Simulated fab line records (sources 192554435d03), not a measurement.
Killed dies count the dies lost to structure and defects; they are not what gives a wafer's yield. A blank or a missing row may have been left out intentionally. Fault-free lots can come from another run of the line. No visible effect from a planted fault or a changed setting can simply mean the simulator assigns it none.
Chamber matching || flow n5 finfet || 3 sister chambers for N5_BEOL_M0_SAQP_PECVD_96 on pecvd-03
The step deposits a-Si from SiH4/He, target thk 45 nm, time 45.2 s. 27 wafers are shown with their chamber, then 12 later ones without.

== EACH WAFER AND ITS CHAMBER ==
{"wafer": "L074.3", "chamber": 2, "throttle valve pct (%)": 18.0, "showerhead plenum p Torr (Torr)": 5.70, "heater power w (W)": 719}
{"wafer": "L074.5", "chamber": 2, "throttle valve pct (%)": 18.0, "showerhead plenum p Torr (Torr)": 5.71, "heater power w (W)": 695}
{"wafer": "L074.6", "chamber": 0, "throttle valve pct (%)": 18.4, "showerhead plenum p Torr (Torr)": 5.71, "heater power w (W)": 631}
{"wafer": "L075.2", "chamber": 2, "throttle valve pct (%)": 18.1, "showerhead plenum p Torr (Torr)": 5.69, "heater power w (W)": 761}
{"wafer": "L075.4", "chamber": 0, "throttle valve pct (%)": 18.3, "showerhead plenum p Torr (Torr)": 5.71, "heater power w (W)": 629}
{"wafer": "L075.6", "chamber": 2, "throttle valve pct (%)": 18.0, "showerhead plenum p Torr (Torr)": 5.70, "heater power w (W)": 752}
{"wafer": "L078.1", "chamber": 1, "throttle valve pct (%)": 17.6, "showerhead plenum p Torr (Torr)": 5.65, "heater power w (W)": 650}
{"wafer": "L078.5", "chamber": 1, "throttle valve pct (%)": 17.3, "showerhead plenum p Torr (Torr)": 5.68, "heater power w (W)": 663}
{"wafer": "L078.6", "chamber": 0, "throttle valve pct (%)": 18.5, "showerhead plenum p Torr (Torr)": 5.72, "heater power w (W)": 672}
{"wafer": "L079.1", "chamber": 0, "throttle valve pct (%)": 18.4, "showerhead plenum p Torr (Torr)": 5.72, "heater power w (W)": 634}
{"wafer": "L079.2", "chamber": 2, "throttle valve pct (%)": 18.0, "showerhead plenum p Torr (Torr)": 5.71, "heater power w (W)": 734}
{"wafer": "L079.3", "chamber": 1, "throttle valve pct (%)": 17.5, "showerhead plenum p Torr (Torr)": 5.68, "heater power w (W)": 627}
{"wafer": "L080.1", "chamber": 2, "throttle valve pct (%)": 18.1, "showerhead plenum p Torr (Torr)": 5.69, "heater power w (W)": 737}
{"wafer": "L080.3", "chamber": 0, "throttle valve pct (%)": 18.5, "showerhead plenum p Torr (Torr)": 5.73, "heater power w (W)": 578}
{"wafer": "L080.6", "chamber": 2, "throttle valve pct (%)": 18.2, "showerhead plenum p Torr (Torr)": 5.70, "heater power w (W)": 750}
{"wafer": "L081.1", "chamber": 1, "throttle valve pct (%)": 17.7, "showerhead plenum p Torr (Torr)": 5.66, "heater power w (W)": 672}
{"wafer": "L081.2", "chamber": 0, "throttle valve pct (%)": 18.6, "showerhead plenum p Torr (Torr)": 5.71, "heater power w (W)": 618}
{"wafer": "L081.5", "chamber": 1, "throttle valve pct (%)": 17.6, "showerhead plenum p Torr (Torr)": 5.66, "heater power w (W)": 663}
{"wafer": "L084.2", "chamber": 1, "throttle valve pct (%)": 17.7, "showerhead plenum p Torr (Torr)": 5.68, "heater power w (W)": 666}
{"wafer": "L084.3", "chamber": 0, "throttle valve pct (%)": 18.6, "showerhead plenum p Torr (Torr)": 5.72, "heater power w (W)": 596}
{"wafer": "L084.4", "chamber": 1, "throttle valve pct (%)": 17.7, "showerhead plenum p Torr (Torr)": 5.67, "heater power w (W)": 680}
{"wafer": "L086.2", "chamber": 2, "throttle valve pct (%)": 18.2, "showerhead plenum p Torr (Torr)": 5.70, "heater power w (W)": 702}
{"wafer": "L086.3", "chamber": 1, "throttle valve pct (%)": 17.4, "showerhead plenum p Torr (Torr)": 5.67, "heater power w (W)": 705}
{"wafer": "L086.5", "chamber": 1, "throttle valve pct (%)": 17.4, "showerhead plenum p Torr (Torr)": 5.68, "heater power w (W)": 709}
{"wafer": "L089.1", "chamber": 1, "throttle valve pct (%)": 17.6, "showerhead plenum p Torr (Torr)": 5.68, "heater power w (W)": 687}
{"wafer": "L089.5", "chamber": 0, "throttle valve pct (%)": 18.5, "showerhead plenum p Torr (Torr)": 5.71, "heater power w (W)": 598}
{"wafer": "L089.6", "chamber": 1, "throttle valve pct (%)": 17.9, "showerhead plenum p Torr (Torr)": 5.68, "heater power w (W)": 674}

SIGNATURES (averages over the wafers above)
{"reading": "throttle valve pct", "chamber 0": 18.475, "chamber 1": 17.582, "chamber 2": 18.075, "scatter within a chamber": 0.133}
{"reading": "showerhead plenum p Torr", "chamber 0": 5.7162, "chamber 1": 5.6718, "chamber 2": 5.7000, "scatter within a chamber": 0.00902}
{"reading": "heater power w", "chamber 0": 619.50, "chamber 1": 672.36, "chamber 2": 731.25, "scatter within a chamber": 25.3}
Rule: for each reading, subtract the chamber's mean from the wafer's reading, divide by that reading's scatter and square the result; add these up over the readings and take the root, which gives the wafer's distance from the chamber. If the next closest chamber is less than 2 further off than the closest, the wafer can't be placed; otherwise it belongs to the closest. The scatter: take each reading less its chamber's mean, square it, sum over the shown wafers, divide by the number of wafers less the number of chambers, and take the root.

== WAFERS WHOSE CHAMBER IS MISSING ==
{"wafer": "L092.1", "throttle valve pct (%)": 17.6, "showerhead plenum p Torr (Torr)": 5.70, "heater power w (W)": 706}
{"wafer": "L092.3", "throttle valve pct (%)": 18.7, "showerhead plenum p Torr (Torr)": 5.71, "heater power w (W)": 582}
{"wafer": "L092.4", "throttle valve pct (%)": 17.5, "showerhead plenum p Torr (Torr)": 5.68, "heater power w (W)": 694}
{"wafer": "L093.1", "throttle valve pct (%)": 18.9, "showerhead plenum p Torr (Torr)": 5.72, "heater power w (W)": 634}
{"wafer": "L093.4", "throttle valve pct (%)": 17.6, "showerhead plenum p Torr (Torr)": 5.68, "heater power w (W)": 691}
{"wafer": "L093.6", "throttle valve pct (%)": 18.2, "showerhead plenum p Torr (Torr)": 5.68, "heater power w (W)": 733}
{"wafer": "L095.3", "throttle valve pct (%)": 17.5, "showerhead plenum p Torr (Torr)": 5.68, "heater power w (W)": 664}
{"wafer": "L095.5", "throttle valve pct (%)": 17.5, "showerhead plenum p Torr (Torr)": 5.69, "heater power w (W)": 624}
{"wafer": "L095.6", "throttle valve pct (%)": 18.7, "showerhead plenum p Torr (Torr)": 5.72, "heater power w (W)": 659}
{"wafer": "L096.1", "throttle valve pct (%)": 18.1, "showerhead plenum p Torr (Torr)": 5.68, "heater power w (W)": 689}
{"wafer": "L096.4", "throttle valve pct (%)": 18.8, "showerhead plenum p Torr (Torr)": 5.72, "heater power w (W)": 599}
{"wafer": "L096.5", "throttle valve pct (%)": 17.7, "showerhead plenum p Torr (Torr)": 5.67, "heater power w (W)": 714}

== CHAMBER TAKEN BY EACH ==
{"wafer": "L092.1", "from the rows above": "can't be placed: 1 or 2", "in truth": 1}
{"wafer": "L092.3", "from the rows above": 0, "in truth": 0}
{"wafer": "L092.4", "from the rows above": 1, "in truth": 1}
{"wafer": "L093.1", "from the rows above": 0, "in truth": 0}
{"wafer": "L093.4", "from the rows above": 1, "in truth": 1}
{"wafer": "L093.6", "from the rows above": 2, "in truth": 2}
{"wafer": "L095.3", "from the rows above": 1, "in truth": 1}
{"wafer": "L095.5", "from the rows above": 1, "in truth": 1}
{"wafer": "L095.6", "from the rows above": 0, "in truth": 0}
{"wafer": "L096.1", "from the rows above": "can't be placed: 2 or 1", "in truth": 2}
{"wafer": "L096.4", "from the rows above": 0, "in truth": 0}
{"wafer": "L096.5", "from the rows above": 1, "in truth": 1}
Placed correctly: 10 of 12. From these rows, 2 cannot be placed; in 2 the true chamber is one of the candidates. Placed wrongly: 0.
